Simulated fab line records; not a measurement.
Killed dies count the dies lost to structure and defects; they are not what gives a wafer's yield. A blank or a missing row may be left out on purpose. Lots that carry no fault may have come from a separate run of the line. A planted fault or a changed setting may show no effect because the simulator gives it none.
The same fault as seen by 2 desks	flow n5Finfet	every desk sees just its own numbers, and what lay behind them comes last

DESK OF THE TOOL OWNER: arfiScanner-01
The tool's own readings at N5_BEOL_M10_EXPOSE_25 (exposes mask V9): means of the sampled wafers that have a number, for each lot that ran on this tool. A lot is out of limits, marked OUT, if its mean lies more than 4 standard deviations from the usual mean; the brackets give that distance.
Columns: A = exposureDoseMJCm2 at N5_BEOL_M10_EXPOSE_25, usual 85.43
lot	first seen here	A
L939	day 10 21:25	85.47
L949	day 13 17:41	85.48
L951	day 14 06:08	93.98 (+98) OUT
L955	day 15 01:46	90.89 (+63) OUT
This desk's finding: out of limits on L951, L955; first on L951, day 14 06:08 (exposureDoseMJCm2 at N5_BEOL_M10_EXPOSE_25). Within limits: L939, L949.

AT THE METROLOGY DESK
Means of the sampled wafers that have a number, per lot and without regard to the tool the lot ran on: this is what the gauges read. A lot is out of limits, marked OUT, if its mean lies more than 4 standard deviations from the usual mean; the brackets give that distance.
Columns: A = cdNm at N5_BEOL_M10_CD_MEAS_11, usual 64.1 nm; B = cdNm at N5_BEOL_M10_CD_MEAS_28, usual 69.9 nm
lot	first seen here	A	B
L938	day 9 15:59	63.9	70.2
L940	day 10 03:22	64.0	70.3
L939	day 10 18:10	64.7	69.5
L942	day 11 13:14	64.3	70.0
L949	day 13 15:04	64.9	70.9
L951	day 14 05:07	63.8	77.6 (+10) OUT
L956	day 14 16:43	63.7	70.9
L955	day 15 01:04	64.1	76.0 (+8.0) OUT
L958	day 15 19:43	65.0	69.4
L960	day 17 01:27	63.3	70.1
This desk's finding: out of limits on L951, L955; first on L951, day 14 06:16 (cdNm at N5_BEOL_M10_CD_MEAS_28). Within limits: L938, L940, L939, L942, L949, L956, L958, L960.

PUT TOGETHER
An alarm could have come from the tool owner's desk at day 14 06:08, on L951, L955.
The metrology desk could have raised an alarm at day 14 06:16, on L951, L955.
Of the lots named, all ran N5_BEOL_M10_EXPOSE_25 on arfiScanner-01.

WHAT THE SIMULATOR HAD INSERTED
Process parameters drifting: arfiScanner-01 at N5_BEOL_M10_EXPOSE_25, beginning at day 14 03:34. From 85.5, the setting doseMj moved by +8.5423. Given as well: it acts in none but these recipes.
Struck lots among those shown: L951, L955.
Fault start to first reading out of limits, in hours, per desk: tool owner, 3; metrology, 3.
